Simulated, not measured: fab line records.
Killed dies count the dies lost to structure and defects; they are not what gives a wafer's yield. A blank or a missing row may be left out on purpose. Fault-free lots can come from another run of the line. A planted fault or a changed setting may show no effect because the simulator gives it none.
fab line records + flow n5Finfet
record:
- lots: 4
- wafers: 12
- lastDay: 17
route steps=1938 shown SD_EPI_N@263 SD_EPI_P@295 BEOL_M4@1111 PASSIVATION@1936
lots with no fault: from the same line, run without faults
startH: hours from the record's first day to the start of the lot's first wafer shown + waitH: hours from the lot's prior step to this one + " same as the row above + L1.1+2: one row covering several wafers at once + - either no value or no given start + * or withheld: withheld + < > ~ a bound
route shown NAME@n: names a module that has steps shown in the file, with the first one's number in the route + usual: mean and standard deviation over wafers with no fault + same: alike in all rows + chamber/n: place in a boat + sites: per-site readings + _std_site: standard deviation of those values + _edge_site: the outer-site mean with the inner-site mean subtracted + radiusMm: for every site, how far away it sits from the centre of the wafer + mask NAME#n: copy n + behind: the most recent tool/chamber to have shaped the wafer + hold: why the lot went on hold/how many hours it stayed there/how the hold came to an end + device: names the non-switching transistor (n, p or np) + end of line: at the end of the route, the tests of the same wafers + a step given without rows: its recipe and nothing more + killed: at the first sort, the dies lost to defects and structure; wafer yield is something else + map: shows each die of a wafer: x if killed, . if not, _ if none is there
set.NAME: the setting the step ran with; set.NAME@STEP: the setting that earlier step ran with + model.NAME: the simulator's own value behind a step, which no gauge read
certain route steps with their lots: each step a table, each wafer a row
services: a tool's chamber out of use, with start hour (startH, from the record's first day; less than 0 if before it), hours out, and reason
== steps ==
step: N5_SD_EPI_N_COAT_33
recipe:
- resist: SiARC
- tempC: 220
- timeS: 60
- spinRpm: 1500
- resistThkNm: 35
step: N5_SD_EPI_N_COAT_03
recipe:
- resist: CAR-ArF-block
- spinRpm: 1500
- resistThkNm: 150
step: N5_SD_EPI_N_EBR_05
recipe:
- solvent: PGMEA
- ebrWidthMm: 1.5
step: N5_SD_EPI_N_SOFTBAKE_04
recipe:
- tempC: 110
- timeS: 60
- resist: CAR-ArF-block
step: N5_SD_EPI_N_EXPOSE_06
recipe:
- maskId: SD_N_BLK
- na: 1.35
- sourceShape: conventional
- sigmaOuter: 0.8
- polarization: unpolarized
- targetCdNm: 120
- doseMj: 39.75
step: N5_SD_EPI_N_PEB_07
recipe:
- pebTempC: 110
- pebTimeS: 60
- resist: CAR-ArF-block
step: N5_SD_EPI_N_DEVELOP_08
recipe:
- developTimeS: 30
- developer: TMAH
- resist: CAR-ArF-block
- devTempC: 23
- rinseLiquid: diw
- dry: airSpin
step: N5_SD_EPI_N_DESCUM_14
recipe:
- chemistry: O2
- timeS: 7.9
- sourcePowerW: 50
- biasPowerW: 20
- pressureMtorr: 20
- rfFrequencyHz: 2.712e+07
- tempC: 40
- resist: CAR-ArF-block
- o2FlowSccm: 225
step: N5_SD_EPI_N_ETCH_34
recipe:
- chemistry: CF4
- target: SiARC
- targetDepthA: 455
- maskMaterial: CAR-ArF-block
- timeS: 75.8
- ionEnergyEv: 80
- pressureMtorr: 40
- sourceW: 545
- biasW: 36
- Ar_flow_sccm: 100
- cf4FlowSccm: 100
- ends: cleared
step: N5_SD_EPI_N_ETCH_35
recipe:
- chemistry: N2/H2
- target: SOC
- overetchA: 1080
- maskMaterial: SiARC
- tempC: 40
- ionEnergyEv: 100
- sourceW: 3000
- biasW: 133
- pressureMtorr: 20
- timeS: 486
- n2FlowSccm: 200
- h2FlowSccm: 200
usual:
- chamberPressureMTorr: 19.999/0.016
- drypumpMotorCurrentA: 5.6/0.36
- oesProductAu: 0.68/0.077
- rfVppV: 240.7/1.5
- showerheadPlenumPTorr: 2.53/0.089
- throttleValvePct: 23.77/0.29
| lot.wafer | tool       | chamber | startH | waitH | chamberPressureMTorr | drypumpMotorCurrentA | oesProductAu | rfHoursCounterH | rfVppV | showerheadPlenumPTorr | throttleValvePct |
|-----------|------------|---------|--------|-------|----------------------|----------------------|--------------|-----------------|--------|-----------------------|------------------|
| L992.1    | rieDiel-05 | 1       | 62.35  | 0.0   | 20.015               | 5.6                  | 0.77         | 31              | 241.0  | 2.49                  | 23.63            |
| L992.2    | "          | 3       | "      | "     | 20.006               | 5.0                  | 0.64         | 180             | 242.6  | 2.62                  | 23.36            |
| L992.4    | "          | 0       | "      | "     | 19.977               | 4.9                  | 0.65         | 159             | 238.6  | 2.45                  | 23.96            |
| L103.3    | rieDiel-05 | 3       | 132.99 | 0.0   | 19.997               | 5.0                  | 0.64         | 204             | 241.4  | 2.61                  | 23.41            |
| L103.5    | "          | 3       | "      | "     | 20.012               | 5.0                  | 0.63         | -               | 242.3  | 2.61                  | 23.41            |
| L103.6    | "          | 2       | "      | "     | 19.989               | 5.7                  | 0.71         | -               | 238.4  | 2.36                  | 24.50            |
| L106.2    | rieDiel-05 | 1       | 155.04 | 0.0   | 20.030               | 5.6                  | 0.74         | 65              | 240.0  | 2.47                  | 23.67            |
| L106.4    | "          | 3       | "      | "     | 19.996               | 5.0                  | 0.63         | 212             | 240.3  | 2.61                  | 23.41            |
| L106.6    | "          | 0       | "      | "     | 19.998               | 4.9                  | 0.63         | -               | 239.3  | 2.44                  | 24.00            |
| L113.1    | rieDiel-04 | 1       | 186.99 | 0.0   | 19.995               | 5.6                  | 0.61         | 246             | 238.9  | 2.41                  | 24.01            |
| L113.2    | "          | 2       | "      | "     | 19.992               | 5.7                  | 0.63         | 241             | 242.7  | 2.57                  | 23.77            |
| L113.4    | "          | 2       | "      | "     | 19.989               | 5.7                  | 0.63         | -               | 242.3  | 2.57                  | 23.76            |
step: N5_SD_EPI_N_STRIP_36
recipe:
- chemistry: N2/H2
- tempC: 40
- n2FlowSccm: 200
- h2FlowSccm: 200
- rfFrequencyHz: 6e+07
step: N5_SD_EPI_N_ETCHBACK_44
recipe:
- chemistry: CH3F/O2
- mode: anisotropicEtchback
- target: SiNx
- targetDepthA: 145
- stopOn: SiO2
- overEtchFrac: 0.3
- ionEnergyEv: 120
- pressureMtorr: 30
- sourceW: 395
- biasW: 73
- Ar_flow_sccm: 150
- CH3F_flow_sccm: 30
- O2_flow_sccm: 20
step: N5_SD_EPI_N_ETCH_45
recipe:
- chemistry: CH3F/O2
- target: SiOCN
- targetDepthA: 60
- maskMaterial: SOC
- ionEnergyEv: 60
- biasW: 29
- pressureMtorr: 15
- sourceW: 410
- Ar_flow_sccm: 150
- CH3F_flow_sccm: 30
- O2_flow_sccm: 20
step: N5_SD_EPI_N_ETCH_16
recipe:
- chemistry: CHF3/O2
- target: SiO2
- targetDepthA: 50
- maskMaterial: SOC
- pressureMtorr: 30
- sourceW: 650
- biasW: 170
- Ar_flow_sccm: 200
- CHF3_flow_sccm: 50
- O2_flow_sccm: 5
- ionEnergyEv: 200
step: N5_SD_EPI_N_STRIP_47
recipe:
- chemistry: CHF3/O2
- resist: SiARC
- rfFrequencyHz: 6e+07
step: N5_SD_EPI_N_SD_RECESS_17
recipe:
- chemistry: HBr/Cl2/O2
- targetDepthA: 410
- maskMaterial: SOC
- timeS: 23.7
- btTimeS: 3
- pressureMtorr: 10
- icpW: 800
- biasW: 112
- HBr_flow_sccm: 150
- Cl2_flow_sccm: 80
- O2_flow_sccm: 12
step: N5_SD_EPI_N_STRIP_38
recipe:
- chemistry: N2/H2
- powerW: 1000
- tempC: 250
- h2Frac: 0.65
- overashFraction: 0.3
- pressureMtorr: withheld
- n2FlowSccm: 1750
- h2FlowSccm: 3250
step: N5_SD_EPI_N_WET_ETCH_43
recipe:
- chemistry: dHF
- dilution: withheld
- timeS: 14
- target: SiO2
- targetDepthA: 15
- tempC: 25
step: N5_SD_EPI_N_STRIP_18
recipe:
- chemistry: SPM
- timeS: 750
- tempC: 130
- h2so4H2o2VolRatio: 4
step: N5_SD_EPI_N_SRD_20
recipe:
- dry: ipaMarangoni
- doPpb: 5
- timeS: 30
- tempC: 23
- rinseLiquid: diw
step: N5_SD_EPI_N_PRECLEAN_48
recipe:
- chemistry: NF3:NH3
- afsCycles: 2
- tempC: 30
- timeS: 20
- sublimationTempC: 180
- sublimationTimeS: 60
- pressureTorr: 3
- rfPowerW: 30
step: N5_SD_EPI_N_VAPOR_ETCH_50
recipe:
- chemistry: HCl
- target: Si
- tempC: 775
- timeS: 54
- pressureTorr: 20
- mode: isotropic
step: N5_SD_EPI_N_EPI_21
recipe:
- material: Si:P
- dopant: P
- tempC: 680
- pressureTorr: 255
- timeS: 690
step: N5_SD_EPI_N_PRECLEAN_24
recipe:
- chemistry: O3/DIW
- timeS: 60
- tempC: 22
- o3Ppm: 10
step: N5_SD_EPI_N_SRD_25
recipe:
- timeS: 30
- tempC: 23
- rinseLiquid: diw
- dry: ipaMarangoni
step: N5_SD_EPI_N_PRECLEAN_49
recipe:
- chemistry: NF3:NH3
- afsCycles: 1
- tempC: 30
- timeS: 20
- sublimationTempC: 180
- sublimationTimeS: 60
- pressureTorr: 3
- rfPowerW: 30
step: N5_SD_EPI_N_LINER_46
recipe:
- material: SiNx
- targetThkA: 30
- tempC: 400
- aldPrecursorFamily: SiH2I2
- aldCoReactant: N2/H2-plasma
- pressureTorr: 2
step: N5_SD_EPI_N_INSPECT_26
recipe:
- inspectInstrument: darkfield
- mode: postEpi
usual:
- rawDefectCount: 209/43
| lot.wafer | tool             | chamber | startH | waitH | rawDefectCount |
|-----------|------------------|---------|--------|-------|----------------|
| L992.1    | defectInspect-02 | -       | 66.20  | 0.1   | 230            |
| L992.2    | "                | -       | "      | "     | 290            |
| L992.4    | "                | -       | "      | "     | 260            |
| L103.3    | defectInspect-02 | -       | 137.64 | 0.1   | 759            |
| L103.5    | "                | -       | "      | "     | 706            |
| L103.6    | "                | -       | "      | "     | 749            |
| L106.2    | defectInspect-01 | -       | 158.89 | 0.1   | 694            |
| L106.4    | "                | -       | "      | "     | 758            |
| L106.6    | "                | -       | "      | "     | 768            |
| L113.1    | defectInspect-01 | -       | 191.59 | 0.1   | 252            |
| L113.2    | "                | -       | "      | "     | 317            |
| L113.4    | "                | -       | "      | "     | 273            |
step: N5_SD_EPI_P_COAT_34
recipe:
- resist: SOC
- tempC: 250
- timeS: 60
- spinRpm: 1500
- resistThkNm: 350
step: N5_SD_EPI_P_COAT_35
recipe:
- resist: SiARC
- tempC: 220
- timeS: 60
- spinRpm: 1500
- resistThkNm: 35
step: N5_SD_EPI_P_COAT_03
recipe:
- resist: CAR-ArF-block
- spinRpm: 1500
- resistThkNm: 150
step: N5_SD_EPI_P_EBR_05
recipe:
- solvent: PGMEA
- ebrWidthMm: 1.5
step: N5_SD_EPI_P_SOFTBAKE_04
recipe:
- tempC: 110
- timeS: 60
- resist: CAR-ArF-block
step: N5_SD_EPI_P_EXPOSE_06
recipe:
- maskId: SD_P_BLK
- na: 1.35
- sourceShape: conventional
- sigmaOuter: 0.8
- polarization: unpolarized
- targetCdNm: 240
- doseMj: 39.5
step: N5_SD_EPI_P_PEB_07
recipe:
- pebTempC: 110
- pebTimeS: 60
- resist: CAR-ArF-block
step: N5_SD_EPI_P_DEVELOP_08
recipe:
- developTimeS: 30
- developer: TMAH
- resist: CAR-ArF-block
- devTempC: 23
- rinseLiquid: diw
- dry: airSpin
step: N5_SD_EPI_P_INSPECT_11
recipe:
- mode: adi
- inspectInstrument: macro
usual:
- rawDefectCount: 2.2/1.4
| lot.wafer | tool             | chamber | startH | waitH | rawDefectCount |
|-----------|------------------|---------|--------|-------|----------------|
| L992.1    | defectInspect-02 | -       | 66.65  | 0.0   | 3              |
| L992.2    | "                | -       | "      | "     | 0              |
| L992.4    | "                | -       | "      | "     | 2              |
| L103.3    | defectInspect-02 | -       | 138.10 | 0.0   | >300           |
| L103.5    | "                | -       | "      | "     | >300           |
| L103.6    | "                | -       | "      | "     | >300           |
| L106.2    | defectInspect-01 | -       | 159.22 | 0.0   | >300           |
| L106.4    | "                | -       | "      | "     | >300           |
| L106.6    | "                | -       | "      | "     | >300           |
| L113.1    | defectInspect-01 | -       | 192.05 | 0.0   | 1              |
| L113.2    | "                | -       | "      | "     | 4              |
| L113.4    | "                | -       | "      | "     | 1              |
step: N5_SD_EPI_P_INSPECT_26
recipe:
- inspectInstrument: darkfield
- mode: postEpi
usual:
- rawDefectCount: 183/37
| lot.wafer | tool             | chamber | startH | waitH | rawDefectCount |
|-----------|------------------|---------|--------|-------|----------------|
| L992.1    | defectInspect-01 | -       | 70.41  | 0.0   | 181            |
| L992.2    | "                | -       | "      | "     | 264            |
| L992.4    | "                | -       | "      | "     | 224            |
| L103.3    | defectInspect-01 | -       | 142.96 | 0.0   | 722            |
| L103.5    | "                | -       | "      | "     | 719            |
| L103.6    | "                | -       | "      | "     | 732            |
| L106.2    | defectInspect-02 | -       | 163.00 | 0.0   | 660            |
| L106.4    | "                | -       | "      | "     | 738            |
| L106.6    | "                | -       | "      | "     | 734            |
| L113.1    | defectInspect-02 | -       | 196.81 | 0.0   | 169            |
| L113.2    | "                | -       | "      | "     | 256            |
| L113.4    | "                | -       | "      | "     | 236            |
step: N5_BEOL_M4_RC_MEAS_101
usual:
- DIBL_N: 36.1/2
- DIBL_P: 36.3/2.4
- IOFF_N: 0.15/0.035
- IOFF_P: 0.21/0.039
- ION_N: 672/15
- ION_P: 463/9.7
- SS_N: 71.5/0.7
- SS_P: 73.2/0.75
- VT_N: 251/3.6
- VT_P: -250/3.8
| lot.wafer | tool      | chamber | startH | waitH | DIBL_N[mV/V] | DIBL_P[mV/V] | IOFF_N[nA/um] | IOFF_P[nA/um] | ION_N[uA/um] | ION_P[uA/um] | SS_N[mV/dec] | SS_P[mV/dec] | VT_N[mV] | VT_P[mV] |
|-----------|-----------|---------|--------|-------|--------------|--------------|---------------|---------------|--------------|--------------|--------------|--------------|----------|----------|
| L992.1    | prober-01 | 0       | 176.20 | 0.0   | 35.5         | 36.0         | 0.14          | 0.22          | 659          | 460          | 71.7         | 73.3         | 250      | -245     |
| L992.2    | "         | 0       | "      | "     | 32.9         | 33.8         | 0.11          | 0.19          | 667          | 471          | 70.3         | 72.6         | 255      | -250     |
| L992.4    | "         | 0       | "      | "     | 36.2         | 37.9         | 0.18          | 0.25          | 696          | 482          | 71.8         | 73.1         | 245      | -245     |
| L103.3    | prober-01 | 0       | 252.73 | 0.3   | 37.6         | 38.2         | 0.20          | 0.26          | 683          | 467          | 71.0         | 74.0         | 246      | -246     |
| L103.5    | "         | 0       | "      | "     | 35.7         | 35.8         | 0.15          | 0.22          | 678          | 473          | 70.3         | 73.6         | 251      | -250     |
| L103.6    | "         | 0       | "      | "     | 34.6         | 34.8         | 0.14          | 0.20          | 672          | 464          | 69.9         | 73.4         | 250      | -248     |
| L106.2    | prober-02 | 0       | 276.15 | 0.2   | 35.7         | 36.1         | 0.15          | 0.21          | 685          | 468          | 72.0         | 74.1         | 252      | -251     |
| L106.4    | "         | 0       | "      | "     | 33.8         | 32.8         | 0.12          | 0.18          | 659          | 456          | 71.5         | 72.4         | 252      | -250     |
| L106.6    | "         | 0       | "      | "     | 37.7         | 39.1         | 0.19          | 0.27          | 684          | 473          | 72.7         | 74.9         | 247      | -248     |
| L113.1    | prober-02 | 0       | 306.59 | 0.0   | 37.4         | 37.0         | 0.18          | 0.25          | 682          | 466          | 71.8         | 73.7         | 247      | -246     |
| L113.2    | "         | 0       | "      | "     | 34.5         | 33.2         | 0.13          | 0.19          | 672          | 467          | 70.8         | 72.8         | 253      | -248     |
| L113.4    | "         | 0       | "      | "     | 35.6         | 34.8         | 0.14          | 0.21          | 681          | 475          | 71.1         | 73.0         | 249      | -248     |
step: N5_PASSIVATION_PROBE_49
usual:
- defectLimitedYield: 91.1/1.6
- killed_at_M0_to_M3: 35/11
- killed_at_M4_up: 13/5.4
- killedAtContacts: 13/6.5
- killedAtFrontEnd: 40/14
- killedAtOther: 4/3.1
- killedDies: 105/18
- killedOpen: 69/14
- killedShort: 34/7.3
- sort_bin_5_function: 5.2/0.96
- sort_bin_6_memory: 3.4/0.77
- sortNPass: 1075/19
- sortYieldPct: 91.1/1.6
same:
- grossDies: 1180
- killedAtBackSide: 0
- sort_bin_4_leakage[%]: 0
- sort_bin_8_speed[%]: 0
| lot.wafer | tool      | chamber | startH | waitH | defectLimitedYield[%] | killed_at_M0_to_M3 | killed_at_M4_up | killedAtContacts | killedAtFrontEnd | killedAtOther | killedDies | killedOpen | killedShort | sort_bin_5_function[%] | sort_bin_6_memory[%] | sortNPass | sortYieldPct[%] |
|-----------|-----------|---------|--------|-------|-----------------------|--------------------|-----------------|------------------|------------------|---------------|------------|------------|-------------|------------------------|----------------------|-----------|-----------------|
| L103.3    | prober-02 | -       | 367.98 | 0.1   | 84.1                  | 38                 | 14              | 12               | 122              | 2             | 188        | 67         | 25          | 9.6                    | 4.3                  | 992       | 84.1            |
| L103.5    | prober-02 | -       | 368.08 | 0.2   | 82.6                  | 41                 | 20              | 13               | 127              | 4             | 205        | 83         | 29          | 10.3                   | 4.6                  | 975       | 82.6            |
| L103.6    | prober-02 | -       | 368.13 | 0.3   | 81.6                  | 44                 | 17              | 9                | 143              | 4             | 217        | 60         | 34          | 11.8                   | 4.5                  | 963       | 81.6            |
| L106.2    | prober-01 | -       | 374.11 | 0.1   | 85.2                  | 18                 | 18              | 15               | 115              | 9             | 175        | 60         | 30          | 8.3                    | 4.3                  | 1005      | 85.2            |
| L106.4    | prober-01 | -       | 374.21 | 0.2   | 83.8                  | 36                 | 16              | 7                | 125              | 7             | 191        | 65         | 28          | 10.3                   | 3.9                  | 989       | 83.8            |
| L106.6    | prober-01 | -       | 374.31 | 0.3   | 81.7                  | 22                 | 13              | 9                | 161              | 11            | 216        | 55         | 24          | 11.8                   | 4.7                  | 964       | 81.7            |
killed by level:class
L103.3 SD_EPI_N:unspecified=95 BEOL_M1:geometricParticle:open=17 MOL_CONTACT_COAG:geometricParticle:open=8 FIN_SAQP:geometricParticle:open=7 BEOL_M2:geometricParticle:open=6 BEOL_M4:geometricParticle:open=5 BEOL_M5:geometricParticle:open=5 FIN_SAQP:geometricParticle:short=4
L103.5 SD_EPI_N:unspecified=93 BEOL_M1:geometricParticle:open=18 STI_FIN_REVEAL:geometricParticle:open=14 BEOL_M4:geometricParticle:open=9 MOL_CONTACT_COAG:geometricParticle:open=7 BEOL_M0_SAQP:geometricParticle:short=7 BEOL_M2:geometricParticle:open=7 MOL_CONTACT_COAG:geometricParticle:short=6
L103.6 SD_EPI_N:unspecified=122 BEOL_M0_SAQP:geometricParticle:short=13 MOL_CONTACT_COAG:geometricParticle:open=9 BEOL_M0_SAQP:geometricParticle:open=9 FIN_SAQP:geometricParticle:open=8 BEOL_M2:geometricParticle:open=8 BEOL_M1:geometricParticle:open=6 BEOL_M4:geometricParticle:open=5
L106.2 SD_EPI_N:unspecified=84 MOL_CONTACT_COAG:geometricParticle:open=13 FIN_SAQP:geometricParticle:open=7 BEOL_M3:geometricParticle:open=6 BEOL_M4:geometricParticle:open=6 FIN_SAQP:geometricParticle:short=5 STI_FIN_REVEAL:geometricParticle:open=4 BEOL_M0_SAQP:geometricParticle:short=4
L106.4 SD_EPI_N:unspecified=98 BEOL_M0_SAQP:geometricParticle:open=15 BEOL_M1:geometricParticle:open=6 STI_FIN_REVEAL:geometricParticle:open=5 DUMMY_GATE:geometricParticle:open=5 BEOL_M4:geometricParticle:open=5 BEOL_M0_SAQP:geometricParticle:short=5 FIN_SAQP:geometricParticle:open=4
L106.6 SD_EPI_N:unspecified=135 FIN_SAQP:geometricParticle:open=7 MOL_CONTACT_COAG:geometricParticle:open=7 BEOL_M4:geometricParticle:open=7 BEOL_M2:geometricParticle:open=6 STI_FIN_REVEAL:geometricParticle:open=5 FIN_SAQP:geometricParticle:short=4 BEOL_M1:geometricParticle:open=4
map L103.6 (x killed, . not)
_________________..........x.________________
______________.x.x.............._____________
___________.............x.x........__________
__________.....x...................._________
________............x..............x.._______
_______...xxx.......x........x.......x.______
______................x................._____
_____......x.............................____
____x...............x...x...........x....x___
___......x.........................x.......__
___x...xx.x..............x..xx.............__
__......x.xxx.xx.....x.........x......x....x_
__.x.xxxxxxxxxxx..x....x...........x........_
_...xxxxxxxxxx.x...............x..........x..
_..xxxxxxxxxxxxx.x...................x...x...
_.xxxxxxxxxxxxxxx..........x.x........xx.....
_x.xxxxxxxxxxxxxx.x......x...................
_xx.xxxxxxxxxxxx.........x...................
_..xxxxxxxxxxxxx................x............
_....xxxxxxxxxx...........x.....x.....x....xx
_.x..xxxxxxxx.x..............................
__x......xx.x.........xx.....x.............._
__.x.x.......x........x....................._
___x...............x..............x........__
___...x.......x.x..................x.....x.__
____...............x............x.......x.___
_____..x..x...x.............x.x..x.......____
______........x.....x..................._____
_______.....................x..x.......______
________.........x....x.....x......x.x_______
__________...x..................x..x_________
___________........................__________
______________x.x..x............_____________
_________________............________________
map L106.6 (x killed, . not)
_________________...x........________________
______________.........x........_____________
___________........................__________
__________x.............x..........._________
________...........x......x.........x._______
_______............................x...______
______.............xx.............x...x._____
_____.......x.......x...x................____
____.x.x....x...x...x...................xx___
___...........x.........x......x...........__
___...........x.xx.x.......................__
__.........x.xxxx.x.x.....x................._
__.........xxxxxxxx.xx......................_
_.x..x.....xxxxxxxxxxxx..x...................
_.x......xxxxxxxxxxxxxx.........x..xx........
_x.......xxxxxxxxxxxxx.x.x...............x.x.
_.....x.xxxxxxxxxxxxx.xx....................x
_....x.x.xxxxxxxxxxxxxx.....x................
_.........xxxxxxxxxxxxxx....................x
_x.....x.xxxxxxxxxxxx....x........x..........
_........xx.x..xxxx.xx.x...x..........x......
__.........xx..xxxx.x.x.....x..............x_
__..........xxx...x.x...x........x.........._
___..x..x....x..x.............x............__
___...x....x.............x...xx............__
____..........................x...x.......___
_____...x................................____
______............x..x.....x.......x...._____
_______................................______
________........x..........x......x..._______
__________..........x..............._________
___________...............xx.......__________
______________............x....._____________
_________________............________________
== services ==
| tool       | chamber | startH | hours | kind                        |
|------------|---------|--------|-------|-----------------------------|
| rieDiel-04 | 1       | 40.26  | 9.4   | repair                      |
| rieDiel-04 | -       | 64.98  | 1.1   | repair                      |
| rieDiel-04 | -       | 81.92  | 2.8   | pm                          |
| rieDiel-04 | 0       | 146.67 | -     | clean                       |
| rieDiel-04 | 0       | 146.67 | -     | consumableReplace:focusRing |
| rieDiel-04 | 0       | 146.67 | 13.9  | scheduledDown               |
| rieDiel-04 | 0       | 146.67 | 13.9  | ventCycle                   |
| rieDiel-05 | 0       | 148.21 | 4.6   | repair                      |
| rieDiel-04 | 3       | 160.57 | -     | clean                       |
| rieDiel-04 | 3       | 160.57 | -     | consumableReplace:focusRing |
| rieDiel-04 | 3       | 160.57 | 28.2  | scheduledDown               |
| rieDiel-04 | 3       | 160.57 | 28.2  | ventCycle                   |
== key ==
firstSign:
- step: N5_SD_EPI_N_INSPECT_26
- reading: rawDefectCount
- direction: up
- sigmas: 12
- usual: 209
- struck: 739
effect:
- step: N5_SD_EPI_P_INSPECT_11
- reading: rawDefectCount
- direction: up
- sigmas: 99+
- usual: 2.2
- struck: >300
effect:
- step: N5_SD_EPI_P_INSPECT_26
- reading: rawDefectCount
- direction: up
- sigmas: 14
- usual: 183
- struck: 718
effect:
- step: N5_PASSIVATION_PROBE_49
- reading: killedAtFrontEnd
- direction: up
- sigmas: 6.7
- usual: 40
- struck: 132
moreKillsBornAt:
- N5_SD_EPI_N_ETCH_35@rieDiel-05: 627
metAt N5_SD_EPI_N_ETCH_35
struckWafers L103.3,L103.5,L103.6,L106.2,L106.4,L106.6
onsetBetween 62.35 132.99
fault:
- kind: chamberParticleSource
- tool: rieDiel-05
- chamber: -
- onsetH: 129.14
- steps: N5_SD_EPI_N_ETCH_35
- ratePerVisitCm2: 0.84453
- endH: 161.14
